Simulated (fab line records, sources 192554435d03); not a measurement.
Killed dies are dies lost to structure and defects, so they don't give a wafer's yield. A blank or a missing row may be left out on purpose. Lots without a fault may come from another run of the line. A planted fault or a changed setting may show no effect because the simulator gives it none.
fab line records | flow n5_finfet | part 1 of 2: steps 1 to 23 of 28
record lots=5 wafers=15 last_day=19
route steps=1938 shown FIN_SAQP@103
lots that met no fault: from a run of the same line without faults
start_h: hours from the record's first day to the start of the lot's first wafer shown | wait_h: hours since the lot's step before | " the same as in the row above | L1.1+2: a row that stands for several wafers | - no value, or no start given | * or withheld: withheld | < > ~ a bound
route shown NAME@n: a module of which the file shows steps, and the number in the route of the first | usual: mean/standard deviation of fault-free wafers | same: alike in all rows | chamber/n: place in a boat | sites: the reading at each site | _std_site: their standard deviation | _edge_site: outer sites' mean less inner sites' | radius_mm: how far each site lies from the wafer's centre | mask NAME#n: copy n | behind: the tool/chamber that last shaped the wafer | hold: why the lot was held/for how many hours/how that ended | device: the transistor (n, p or np) that didn't switch | end of line: the same wafers' tests at the end of the route | a step without rows: its recipe alone | killed: dies lost to structure and defects at the first sort, not the wafer's yield | map: a wafer's dies, x killed, . not, _ none there
set.NAME: the setting as run; set.NAME@STEP: as run at that earlier step | model.NAME: the simulator's own value behind a step, which no gauge read
lots at some steps of the route; a table a step, a row a wafer
services: from which hour (start_h, from the record's first day; less than 0 if before it) a tool's chamber was out of use, for how many hours, and why
## steps
# step N5_FIN_SAQP_COAT_49
# recipe resist=SOC temp_c=250 time_s=60 spin_rpm=1500 resist_thk_nm=100
# columns lot.wafer tool chamber start_h wait_h
L074.2+4+6 litho_track-04 0 22.72 0.1
L077.1+3+4 litho_track-04 0 39.07 0.1
L084.1+3+6 litho_track-05 0 81.83 0.1
L089.1+4+6 litho_track-04 0 110.88 0.1
L091.2+4+5 litho_track-03 0 123.30 0.1
# step N5_FIN_SAQP_COAT_50
# recipe resist=SiARC temp_c=220 time_s=60 spin_rpm=1500 resist_thk_nm=35
# columns lot.wafer tool chamber start_h wait_h
L074.2+4+6 litho_track-04 0 - -
L077.1+3+4 litho_track-04 0 - -
L084.1+3+6 litho_track-05 0 - -
L089.1+4+6 litho_track-04 0 - -
L091.2+4+5 litho_track-03 0 - -
# step N5_FIN_SAQP_COAT_10
# recipe resist=CAR-ArF spin_rpm=1500 resist_thk_nm=90
# columns lot.wafer tool chamber start_h wait_h
L074.2+4+6 litho_track-04 0 - -
L077.1+3+4 litho_track-04 0 - -
L084.1+3+6 litho_track-05 0 - -
L089.1+4+6 litho_track-04 0 - -
L091.2+4+5 litho_track-03 0 - -
# step N5_FIN_SAQP_EBR_12
# recipe solvent=PGMEA ebr_width_mm=1.5
# columns lot.wafer tool chamber start_h wait_h
L074.2+4+6 litho_track-04 0 - -
L077.1+3+4 litho_track-04 0 - -
L084.1+3+6 litho_track-05 0 - -
L089.1+4+6 litho_track-04 0 - -
L091.2+4+5 litho_track-03 0 - -
# step N5_FIN_SAQP_SOFTBAKE_11
# recipe temp_c=110 time_s=60 resist=CAR-ArF
# columns lot.wafer tool chamber start_h wait_h
L074.2+4+6 litho_track-04 0 - -
L077.1+3+4 litho_track-04 0 - -
L084.1+3+6 litho_track-05 0 - -
L089.1+4+6 litho_track-04 0 - -
L091.2+4+5 litho_track-03 0 - -
# step N5_FIN_SAQP_EXPOSE_13
# recipe mask_id=FIN_CORE na=1.35 source_shape=dipole sigma_inner=0.538 sigma_outer=0.738 polarization=te target_cd_nm=35.6 dose_mj=63.25
# columns lot.wafer tool chamber start_h wait_h mask
L074.2+4+6 arfi_scanner-03 0 22.96 - FIN_CORE#0
L077.1+3+4 arfi_scanner-02 0 39.19 - FIN_CORE#0
L084.1+3+6 arfi_scanner-01 0 82.07 - FIN_CORE#0
L089.1+4+6 arfi_scanner-03 0 110.99 - FIN_CORE#0
L091.2+4+5 arfi_scanner-02 0 123.54 - FIN_CORE#0
# step N5_FIN_SAQP_PEB_14
# recipe peb_temp_c=withheld peb_time_s=60 resist=CAR-ArF
# columns lot.wafer tool chamber start_h wait_h
L074.2+4+6 litho_track-04 0 23.02 0.0
L077.1+3+4 litho_track-05 0 39.25 0.1
L084.1+3+6 litho_track-03 0 82.13 0.1
L089.1+4+6 litho_track-03 0 111.05 0.1
L091.2+4+5 litho_track-03 0 123.60 0.0
# step N5_FIN_SAQP_DEVELOP_15
# recipe develop_time_s=30 developer=TMAH resist=CAR-ArF dev_temp_c=23 rinse_liquid=diw dry=air_spin
# same develop_time_s=30
# columns lot.wafer tool chamber start_h wait_h
L074.2+4+6 litho_track-04 0 - -
L077.1+3+4 litho_track-05 0 - -
L084.1+3+6 litho_track-03 0 - -
L089.1+4+6 litho_track-03 0 - -
L091.2+4+5 litho_track-03 0 - -
# step N5_FIN_SAQP_CD_MEAS_16
# recipe target_cd_nm=35.6 landing_energy_ev=500 detector=se_inlens
# usual cd_nm=35.7/0.32
# columns lot.wafer tool chamber start_h wait_h cd_nm
L074.2 cd_sem-03 0 23.09 - 35.6
L074.4 " 0 " " 35.4
L074.6 " 0 " " 35.5
L077.1 cd_sem-03 0 39.32 - 35.9
L077.3 " 0 " " 35.5
L077.4 " 0 " " 35.6
L084.1 cd_sem-01 0 82.20 - 35.6
L084.3 " 0 " " 35.6
L084.6 " 0 " " 35.7
L089.1 cd_sem-01 0 111.12 - 35.8
L089.4 " 0 " " 35.6
L089.6 " 0 " " 35.2
L091.2 cd_sem-03 0 123.67 - 35.9
L091.4 " 0 " " 35.8
L091.5 " 0 " " 35.6
# step N5_FIN_SAQP_OVL_MEAS_17
# recipe points_per_wafer=44
# usual FIN_CORE_OVL=-0.2/0.76
# columns lot.wafer tool chamber start_h wait_h FIN_CORE_OVL[nm]
L074.2 overlay-01 0 23.13 0.0 -0.1
L074.4 " 0 " " 2.0
L074.6 " 0 " " 0.3
L077.1 overlay-01 0 39.36 0.0 1.1
L077.3 " 0 " " -0.4
L077.4 " 0 " " 1.4
L084.1 overlay-01 0 82.24 0.0 -0.4
L084.3 " 0 " " 0.0
L084.6 " 0 " " 1.2
L089.1 overlay-01 0 111.19 0.1 0.5
L089.4 " 0 " " -0.9
L089.6 " 0 " " -1.0
L091.2 overlay-02 0 123.71 0.0 -1.2
L091.4 " 0 " " -1.3
L091.5 " 0 " " -0.9
# step N5_FIN_SAQP_INSPECT_18
# recipe mode=adi inspect_instrument=brightfield
# usual raw_defect_count=399/110
# columns lot.wafer tool chamber start_h wait_h raw_defect_count
L074.2 defect_inspect-01 - 23.15 0.0 330
L074.4 " - " " 375
L074.6 " - " " 247
L077.1 defect_inspect-01 - 39.38 0.0 475
L077.3 " - " " 457
L077.4 " - " " 400
L084.1 defect_inspect-02 - 82.26 0.0 262
L084.3 " - " " 391
L084.6 " - " " 376
L089.1 defect_inspect-02 - 111.21 0.0 564
L089.4 " - " " 476
L089.6 " - " " 560
L091.2 defect_inspect-02 - 123.73 0.0 431
L091.4 " - " " 693
L091.5 " - " " 539
# step N5_FIN_SAQP_DESCUM_21
# recipe chemistry=O2 time_s=7.9 source_power_w=50 bias_power_w=20 pressure_mtorr=20 rf_frequency_hz=2.712e+07 temp_c=40 resist=CAR-ArF o2_flow_sccm=225
# usual drypump_motor_current_A=5.9/0.52 oes_product_au=0.80/0.073 rf_vpp_V=243.6/1.3 showerhead_plenum_p_Torr=2.12/0.056 throttle_valve_pct=20.49/0.17
# columns lot.wafer tool chamber start_h wait_h drypump_motor_current_A oes_product_au rf_hours_counter_h rf_vpp_V showerhead_plenum_p_Torr throttle_valve_pct
L074.2 rie_diel-04 3 23.18 0.0 5.5 0.68 220 246.5 2.15 20.51
L074.4 " 1 " " 6.3 0.72 204 244.1 2.07 20.51
L074.6 " 0 " " 6.2 0.71 - 244.0 2.16 20.47
L077.1 rie_diel-05 1 39.86 0.5 6.6 0.83 95 243.6 2.11 20.22
L077.3 " 0 " " 5.7 0.90 26 245.7 2.23 20.44
L077.4 " 3 " " 6.0 0.88 44 242.0 2.04 20.55
L084.1 rie_diel-01 1 82.30 0.0 5.6 0.79 133 242.0 2.11 20.64
L084.3 " 3 " " 5.2 0.80 91 243.8 2.11 20.67
L084.6 " 1 " " 5.6 0.79 - 242.7 2.11 20.63
L089.1 rie_diel-01 0 111.57 0.4 6.5 0.90 27 241.1 2.05 20.28
L089.4 " 1 " " 5.6 0.79 143 242.0 2.11 20.65
L089.6 " 3 " " 5.2 0.79 - 243.6 2.11 20.69
L091.2 rie_diel-01 1 123.76 0.0 5.6 0.78 148 243.6 2.11 20.65
L091.4 " 2 " " 5.0 0.70 224 244.0 2.16 20.36
L091.5 " 2 " " 5.0 0.70 - 243.6 2.16 20.37
# step N5_FIN_SAQP_ETCH_51
# recipe chemistry=CF4 target=SiARC target_depth_a=455 mask_material=CAR-ArF time_s=75.8 ion_energy_ev=80 pressure_mtorr=40 source_w=545 bias_w=36 Ar_flow_sccm=100 cf4_flow_sccm=100 ends=cleared
# usual drypump_motor_current_A=5.9/0.52 etch_rf_on_time_s=75.8/0.97 mfc_ar_sccm=100.0/0.32 oes_product_au=0.68/0.062 rf_vpp_V=184.4/1 showerhead_plenum_p_Torr=2.17/0.054 throttle_valve_pct=15.66/0.16
# columns lot.wafer tool chamber start_h wait_h drypump_motor_current_A etch_rf_on_time_s mfc_ar_sccm oes_product_au rf_hours_counter_h rf_vpp_V showerhead_plenum_p_Torr throttle_valve_pct
L074.2 rie_diel-04 3 23.22 0.0 5.5 76.8 100.1 0.58 220 185.2 2.21 15.84
L074.4 " 1 " " 6.2 76.6 100.0 0.60 204 185.3 2.12 15.75
L074.6 " 0 " " 6.2 77.2 100.3 0.61 - 185.2 2.21 15.70
L077.1 rie_diel-05 1 39.89 0.0 6.6 75.5 99.7 0.71 95 183.8 2.16 15.39
L077.3 " 0 " " 5.7 77.0 100.0 0.76 26 186.6 2.27 15.57
L077.4 " 3 " " 5.9 75.1 100.3 0.75 44 184.1 2.09 15.66
L084.1 rie_diel-01 1 82.33 0.0 5.7 74.6 99.9 0.68 133 184.3 2.15 15.71
L084.3 " 3 " " 5.2 74.0 99.7 0.69 91 184.4 2.16 15.78
L084.6 " 1 " " 5.6 75.2 100.1 0.67 - 184.2 2.15 15.72
L089.1 rie_diel-01 0 111.60 0.0 6.5 76.5 99.9 0.77 27 182.4 2.10 15.44
L089.4 " 1 " " 5.7 75.3 99.8 0.67 143 183.5 2.15 15.74
L089.6 " 3 " " 5.2 75.1 99.3 0.68 - 183.6 2.15 15.80
L091.2 rie_diel-01 1 123.80 0.0 5.6 74.8 100.1 0.67 148 184.9 2.14 15.75
L091.4 " 2 " " 5.0 76.3 100.3 0.60 224 184.2 2.20 15.61
L091.5 " 2 " " 4.9 76.7 100.2 0.60 - 183.8 2.20 15.61
# step N5_FIN_SAQP_ETCH_52
# recipe chemistry=N2/H2 target=SOC target_depth_a=1000 overetch_a=200 mask_material=SiARC temp_c=40 time_s=150 ion_energy_ev=200 pressure_mtorr=30 source_w=840 bias_w=150 n2_flow_sccm=200 h2_flow_sccm=200 ends=end_point
# usual drypump_motor_current_A=5.9/0.52 h2_flow_sccm=200.0/0.66 oes_product_au=0.71/0.063 rf_vpp_V=524.7/2 showerhead_plenum_p_Torr=2.57/0.069 throttle_valve_pct=17.90/0.15
# columns lot.wafer tool chamber start_h wait_h drypump_motor_current_A h2_flow_sccm oes_product_au rf_hours_counter_h rf_vpp_V showerhead_plenum_p_Torr throttle_valve_pct
L074.2 rie_diel-04 3 23.27 0.0 5.5 201.0 0.62 220 526.4 2.63 18.08
L074.4 " 1 " " 6.3 200.6 0.64 204 523.7 2.52 17.95
L074.6 " 0 " " 6.2 200.4 0.65 - 524.7 2.63 17.87
L077.1 rie_diel-05 1 39.95 0.0 6.6 199.8 0.74 95 523.9 2.57 17.71
L077.3 " 0 " " 5.7 200.1 0.80 26 527.3 2.71 17.88
L077.4 " 3 " " 6.0 200.5 0.79 44 521.5 2.47 17.85
L084.1 rie_diel-01 1 82.39 0.0 5.6 199.1 0.70 133 524.6 2.55 18.01
L084.3 " 3 " " 5.2 200.2 0.72 91 525.0 2.58 18.06
L084.6 " 1 " " 5.6 198.4 0.71 - 523.4 2.55 18.01
L089.1 rie_diel-01 0 111.66 0.0 6.6 200.5 0.81 27 522.0 2.50 17.69
L089.4 " 1 " " 5.7 199.3 0.69 143 523.5 2.55 18.03
L089.6 " 3 " " 5.2 199.6 0.71 - 523.7 2.57 18.09
L091.2 rie_diel-01 1 123.85 0.0 5.7 200.0 0.69 148 522.9 2.54 18.04
L091.4 " 2 " " 5.0 201.0 0.63 224 525.6 2.61 17.70
L091.5 " 2 " " 5.0 200.3 0.63 - 525.2 2.61 17.73
# step N5_FIN_SAQP_STRIP_53
# recipe chemistry=N2/H2 temp_c=40 n2_flow_sccm=200 h2_flow_sccm=200 rf_frequency_hz=6e+07
# columns lot.wafer tool chamber start_h wait_h
L074.2+4+6 rie_diel-04 3,1,0 23.37 0.0
L077.1+3+4 rie_diel-05 1,0,3 40.04 0.0
L084.1+3+6 rie_diel-01 1,3,1 82.49 0.0
L089.1+4+6 rie_diel-01 0,1,3 111.76 0.0
L091.2+4+5 rie_diel-01 1,2,2 123.95 0.0
# step N5_FIN_SAQP_HM_OPEN_73
# recipe chemistry=CHF3/O2 target=SiO2 stop_on=a-Si target_depth_a=120 over_etch_frac=1.8 mask_material=SOC time_s=16.8 pressure_mtorr=30 source_w=650 bias_w=170 Ar_flow_sccm=200 CHF3_flow_sccm=50 O2_flow_sccm=5 ion_energy_ev=200 ends=end_point
# usual drypump_motor_current_A=5.9/0.52 mfc_ar_sccm=200.0/0.56 oes_product_au=0.48/0.042 rf_vpp_V=525/5.8 showerhead_plenum_p_Torr=2.44/0.06 throttle_valve_pct=18.90/0.15
# columns lot.wafer tool chamber start_h wait_h drypump_motor_current_A mfc_ar_sccm oes_product_au rf_hours_counter_h rf_vpp_V showerhead_plenum_p_Torr throttle_valve_pct
L074.2 rie_diel-04 3 23.38 0.0 5.5 199.3 0.41 220 529 2.49 19.00
L074.4 " 1 " " 6.2 200.9 0.43 204 526 2.39 18.96
L074.6 " 0 " " 6.2 199.6 0.43 - 531 2.49 18.90
L077.1 rie_diel-05 1 40.05 0.0 6.6 199.9 0.49 95 518 2.43 18.62
L077.3 " 0 " " 5.7 199.1 0.54 26 529 2.56 18.85
L077.4 " 3 " " 5.9 200.3 0.53 44 522 2.36 18.96
L084.1 rie_diel-01 1 82.50 0.0 5.6 200.8 0.48 133 523 2.42 18.94
L084.3 " 3 " " 5.2 200.2 0.48 91 516 2.43 19.03
L084.6 " 1 " " 5.7 200.4 0.47 - 521 2.42 18.96
L089.1 rie_diel-01 0 111.77 0.0 6.5 199.5 0.54 27 528 2.37 18.71
L089.4 " 1 " " 5.7 199.3 0.47 143 521 2.41 18.98
L089.6 " 3 " " 5.2 199.9 0.48 - 516 2.43 19.06
L091.2 rie_diel-01 1 123.96 0.0 5.7 200.1 0.46 148 523 2.41 18.97
L091.4 " 2 " " 5.0 199.3 0.42 224 536 2.48 18.78
L091.5 " 2 " " 5.0 200.5 0.42 - 536 2.48 18.77
# step N5_FIN_SAQP_STRIP_74
# recipe chemistry=CHF3/O2 resist=SiARC rf_frequency_hz=6e+07
# columns lot.wafer tool chamber start_h wait_h
L074.2+4+6 rie_diel-04 3,1,0 23.44 0.0
L077.1+3+4 rie_diel-05 1,0,3 40.11 0.0
L084.1+3+6 rie_diel-01 1,3,1 82.55 0.0
L089.1+4+6 rie_diel-01 0,1,3 111.82 0.0
L091.2+4+5 rie_diel-01 1,2,2 124.02 0.0
# step N5_FIN_SAQP_MANDREL_ETCH_22
# recipe target_depth_a=600 chemistry=HBr/Cl2 target=a-Si stop_on=SiNx bt_time_s=10 over_etch_frac=0.5 time_s=30 pressure_mtorr=10 icp_w=800 bias_w=75 HBr_flow_sccm=150 Cl2_flow_sccm=80 ends=end_point
# usual drypump_motor_current_A=5.95/0.14 oes_product_au=0.769/0.012 throttle_valve_pct=35.40/0.2
# columns lot.wafer tool chamber start_h wait_h drypump_motor_current_A oes_product_au rf_hours_counter_h throttle_valve_pct
L074.2 rie_si-04 0 23.47 0.0 5.86 0.762 6 35.28
L074.4 " 3 " " 5.90 0.763 22 35.43
L074.6 " 2 " " 6.11 0.785 - 35.34
L077.1 rie_si-04 2 40.14 0.0 6.14 0.776 108 35.33
L077.3 " 0 " " 5.84 0.760 6 35.29
L077.4 " 1 " " 6.34 0.768 94 35.04
L084.1 rie_si-04 2 82.58 0.0 6.13 0.782 109 35.33
L084.3 " 3 " " 5.83 0.749 23 35.44
L084.6 " 3 " " 5.87 0.777 - 35.41
L089.1 rie_si-02 1 111.85 0.0 5.94 0.759 5 35.15
L089.4 " 0 " " 5.93 0.790 88 35.50
L089.6 " 1 " " 5.94 0.763 - 35.13
L091.2 rie_si-04 3 124.05 0.0 5.86 0.771 24 35.42
L091.4 " 0 " " 5.88 0.778 8 35.23
L091.5 " 2 " " 6.14 0.796 - 35.31
# step N5_FIN_SAQP_STRIP_55
# recipe chemistry=N2/H2 power_w=500 temp_c=40 pressure_mtorr=50 rf_frequency_hz=6e+07 overash_fraction=0.3 bias_power_w=28 h2_frac=0.5 n2_flow_sccm=300 h2_flow_sccm=300
# usual drypump_motor_current_A=5.9/0.45 h2_flow_sccm=300.1/0.97 oes_product_au=0.77/0.08 rf_vpp_V=122.1/1.5 showerhead_plenum_p_Torr=3.40/0.085 throttle_valve_pct=19.05/0.21
# columns lot.wafer tool chamber start_h wait_h drypump_motor_current_A h2_flow_sccm oes_product_au rf_hours_counter_h rf_vpp_V showerhead_plenum_p_Torr throttle_valve_pct
L074.2 rie_diel-04 2 23.57 0.1 5.5 299.7 0.75 125 122.4 3.37 19.35
L074.4 " 3 " " 5.5 299.3 0.69 220 121.2 3.46 19.33
L074.6 " 3 " " 5.5 300.6 0.69 - 123.3 3.46 19.35
L077.1 rie_diel-04 2 40.31 0.1 5.6 301.1 0.76 132 122.3 3.36 19.34
L077.3 " 3 " " 5.5 299.3 0.69 228 122.2 3.46 19.36
L077.4 " 0 " " 6.2 298.5 0.71 206 125.0 3.46 18.89
L084.1 rie_diel-01 3 82.68 0.1 5.2 299.1 0.80 91 121.0 3.40 19.01
L084.3 " 1 " " 5.7 299.5 0.80 134 122.1 3.37 19.33
L084.6 " 2 " " 5.0 300.5 0.71 - 119.6 3.45 18.63
L089.1 rie_diel-04 1 111.95 0.1 6.2 299.3 0.69 232 119.6 3.31 18.92
L089.4 " 0 " " 6.2 299.8 0.69 - 123.5 3.45 18.91
L089.6 " 1 " " 6.2 299.6 0.70 - 119.5 3.31 18.93
L091.2 rie_diel-04 2 124.28 0.2 5.6 301.8 0.72 161 122.8 3.35 19.40
L091.4 " 0 " " 6.2 302.0 0.69 - 120.8 3.45 18.90
L091.5 " 2 " " 5.6 299.9 0.73 - 122.4 3.35 19.40
# step N5_FIN_SAQP_STRIP_23
# recipe chemistry=SPM time_s=750 temp_c=130 h2so4_h2o2_vol_ratio=4
# columns lot.wafer tool chamber start_h wait_h
L074.2+4+6 wet_bench-03 0,6,7 23.64 -
L077.1+3+4 wet_bench-03 1,3,2 40.38 -
L084.1+3+6 wet_bench-04 7,4,0 82.75 -
L089.1+4+6 wet_bench-03 3,0,1 112.02 -
L091.2+4+5 wet_bench-05 0,2,1 124.34 -
# step N5_FIN_SAQP_SRD_66
# recipe dry=ipa_marangoni time_s=30 temp_c=23 rinse_liquid=diw
# columns lot.wafer tool chamber start_h wait_h
L074.2+4+6 wet_bench-03 0,6,7 23.85 0.0
L077.1+3+4 wet_bench-03 1,3,2 40.59 0.0
L084.1+3+6 wet_bench-04 7,4,0 82.95 0.0
L089.1+4+6 wet_bench-03 3,0,1 112.22 0.0
L091.2+4+5 wet_bench-05 0,2,1 124.55 0.0
# step N5_FIN_SAQP_RECESS_75
# recipe chemistry=HF/NH3 target=SiO2 target_depth_a=144 afs_cycles=3 temp_c=30 sublimation_temp_c=180 sublimation_time_s=60
# usual drypump_motor_current_A=5.6/0.62
# columns lot.wafer tool chamber start_h wait_h drypump_motor_current_A
L074.2 vapor_etch-01 0 23.89 0.0 6.5
L074.4 " 0 " " 6.5
L074.6 " 0 " " 6.5
L077.1 vapor_etch-01 0 40.63 0.0 6.5
L077.3 " 1 " " 5.3
L077.4 " 0 " " 6.5
L084.1 vapor_etch-02 1 83.00 0.0 5.4
L084.3 " 1 " " 5.4
L084.6 " 0 " " 4.9
L089.1 vapor_etch-02 0 112.27 0.0 4.9
L089.4 " 0 " " 4.9
L089.6 " 1 " " 5.4
L091.2 vapor_etch-02 1 124.60 0.0 5.4
L091.4 " 1 " " 5.4
L091.5 " 1 " " 5.4
# step N5_FIN_SAQP_SPACER1_ALD_24
# recipe material=SiO2 target_thk_a=203 temp_c=300 ald_precursor_family=BDEAS ald_co_reactant=O2-plasma pulse_time_s=1 purge_time_s=2 co_reactant_purge_time_s=2 ald_cycles=218 pressure_torr=2
# usual heater_power_w=485/60 precursor_pulse_height_rel=1.001/0.019 susceptor_temp_C=300.03/0.19
# columns lot.wafer tool chamber start_h wait_h heater_power_w precursor_pulse_height_rel susceptor_temp_C
L074.2 ald_sin-03 0 24.28 0.3 387 0.973 299.86
L074.4 " 3 " " 430 1.007 299.76
L074.6 " 3 " " 428 0.976 299.63
L077.1 ald_sin-02 2 41.02 0.3 608 0.979 299.87
L077.3 " 1 " " 481 0.959 300.24
L077.4 " 0 " " 521 0.977 300.16
L084.1 ald_sin-02 2 83.38 0.3 603 0.968 299.74
L084.3 " 0 " " 522 1.002 300.14
L084.6 " 0 " " 520 0.977 300.24
L089.1 ald_sin-03 3 113.87 1.5 438 1.015 299.89
L089.4 " 0 " " 398 1.010 300.08
L089.6 " 3 " " 430 1.010 300.22
L091.2 ald_sin-02 3 124.99 0.3 459 1.028 300.05
L091.4 " 1 " " 478 1.003 300.12
L091.5 " 0 " " 464 0.986 300.15
